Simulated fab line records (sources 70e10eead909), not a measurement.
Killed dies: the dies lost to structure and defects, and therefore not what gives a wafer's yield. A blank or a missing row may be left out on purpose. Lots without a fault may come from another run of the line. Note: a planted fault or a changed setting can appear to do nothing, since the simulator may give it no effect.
A struck lot beside a sound one    flow nandHarc    36 out of 1302 route steps
Sound: wafers L786.3, L786.4, L786.6. Struck: wafers L801.2, L801.4 (left out: L801.1, a lot-mate that was not struck); the cause follows at the end.
At each step with rows: each side's tool, then ch and its chambers, then its first start. Under that, the readings that differ: sound wafers    struck wafers    difference of the means    sigmas: that difference in standard deviations of wafers without a fault.
alike: readings with means less than 2 such deviations apart, plus words and numbers identical on both sides. not compared: withheld readings, readings lacking a value on some wafer, bounds such as >300 that could conceal the same value, and numbers that have no deviation in the record and whose values overlap.
Wherever a step has rows on one side only, a row that says differs or no value, or a row with sigmas, the two part there. Numbers that have no deviation but don't overlap get no sigmas and don't part them. A reading that every wafer of one side lacks parts them only if that side has two wafers or more.

first, 4 steps without rows for these wafers: NHARC_A_STAIRCASE_PRECLEAN_318 (cleans in SC1); NHARC_A_STAIRCASE_SRD_329; NHARC_A_STAIRCASE_ALD_415 (deposits SiO2, target thk 30 nm, pulse time 6 s, ald cycles 300); NHARC_A_STAIRCASE_ETCHBACK_416 (etches the open film in C4F8/O2/Ar, target depth 36 nm, time 7.2 s).
NHARC_A_STAIRCASE_STRIP_476: strips in O2, time 20 s.
  sound on rieDiel-08 ch 1,2,3, day 17 20:52; struck on rieDiel-11 ch 0,1, day 23 16:54
  alike: drypumpMotorCurrentA, oesProductAu, rfVppV, showerheadPlenumPTorr, throttleValvePct
  not compared: rfHoursCounterH
NHARC_A_STAIRCASE_DEP_417: deposits Si3N4, target thk 60 nm.
  sound on pecvd-03 ch 0,2, day 17 20:58; struck on pecvd-02 ch 1,2, day 23 17:00
  alike: heaterPowerW
  not compared: sinceWetCleanH
then, 3 steps without rows for these wafers: NHARC_A_STAIRCASE_WET_418 (chemistry H3PO4, target depth 20 nm); NHARC_A_STAIRCASE_PRECLEAN_419 (cleans in SC1); NHARC_A_STAIRCASE_SRD_421.
NHARC_A_STAIRCASE_ALD_420: deposits SiO2, target thk 20 nm, pulse time 6 s, ald cycles 200.
  sound on aldHk-01 ch 0,2,3, day 17 22:43; struck on aldHk-04 ch 0,1, day 23 19:43
  alike: heaterPowerW, precursorPulseHeightRel
  not compared: sinceWetCleanH
then, 1 step without rows for these wafers: NHARC_A_STAIRCASE_CVD_552 (deposits SiNx, target thk 40 nm).
NHARC_A_STAIRCASE_DEP_151: deposits SiO2, target thk 7200 nm.
  sound on pecvd-01 ch 0,1,2, day 18 06:39; struck on pecvd-02 ch 0,1, day 24 04:29
  alike: heaterPowerW
  not compared: sinceWetCleanH
then, 15 steps without rows for these wafers: NHARC_A_STAIRCASE_ANNEAL_320 (time 1800 s); NHARC_A_STAIRCASE_DEP_322 (deposits SiO2, target thk 7200 nm); NHARC_A_STAIRCASE_ANNEAL_323 (time 1800 s); NHARC_A_STAIRCASE_DEP_325 (deposits SiO2, target thk 7200 nm); NHARC_A_STAIRCASE_ANNEAL_326 (time 1800 s); NHARC_A_STAIRCASE_DEHYDRATE_433 (time 120 s); NHARC_A_STAIRCASE_HMDS_434 (time 30 s); NHARC_A_STAIRCASE_COAT_435; NHARC_A_STAIRCASE_SOFTBAKE_436 (time 170 s); NHARC_A_STAIRCASE_EBR_437; NHARC_A_STAIRCASE_EXPOSE_438 (exposes mask STAIR REV); NHARC_A_STAIRCASE_PEB_439 (peb time 130 s); NHARC_A_STAIRCASE_DEVELOP_440 (time 140 s); NHARC_A_STAIRCASE_HARDBAKE_442 (time 140 s); NHARC_A_STAIRCASE_DESCUM_443 (chemistry O2, time 3 s).
NHARC_A_STAIRCASE_ETCH_444: etches the open film in C4F8/O2, target depth 20400 nm, time 6800 s.
  sound on rieDiel-13 ch 0,1,2, day 19 08:43; struck on rieDiel-11 ch 2,3, day 25 04:02
  alike: oesProductAu, rfVppV
  not compared: rfHoursCounterH
then, 4 steps without rows for these wafers: NHARC_A_STAIRCASE_STRIP_446 (strips in O2); NHARC_A_STAIRCASE_STRIP_447 (strips in SPM, time 900 s); NHARC_A_STAIRCASE_PRECLEAN_448 (cleans in SC1); NHARC_A_STAIRCASE_SRD_449.
NHARC_A_STAIRCASE_CMP_450: polishes SiO2, target thk 200 nm.
  sound on cmp-01 ch 0,2,3, day 19 13:25; struck on cmp-01 ch 1,2, day 25 08:58
  alike: edgeZonePressureFrac, motorCurrentA, slurryFilterDpKPa
then, 2 steps without rows for these wafers: NHARC_A_STAIRCASE_CMP_152 (polishes); NHARC_A_STAIRCASE_SRD_154.
-- break in the record here, with 6 days between the starts of the struck wafers on either side (left off in module A_STAIRCASE, picked up again in module END, where the first step shown is number 1302 on the route) --
NHARC_END_SORT_01:
  the record has rows for the struck wafers here (prober-01 ch 0, day 30 23:53) and none for the sound ones

## WHERE THEY PART
NHARC_END_SORT_01 only, going by this record.

WHY: what the simulator had put in
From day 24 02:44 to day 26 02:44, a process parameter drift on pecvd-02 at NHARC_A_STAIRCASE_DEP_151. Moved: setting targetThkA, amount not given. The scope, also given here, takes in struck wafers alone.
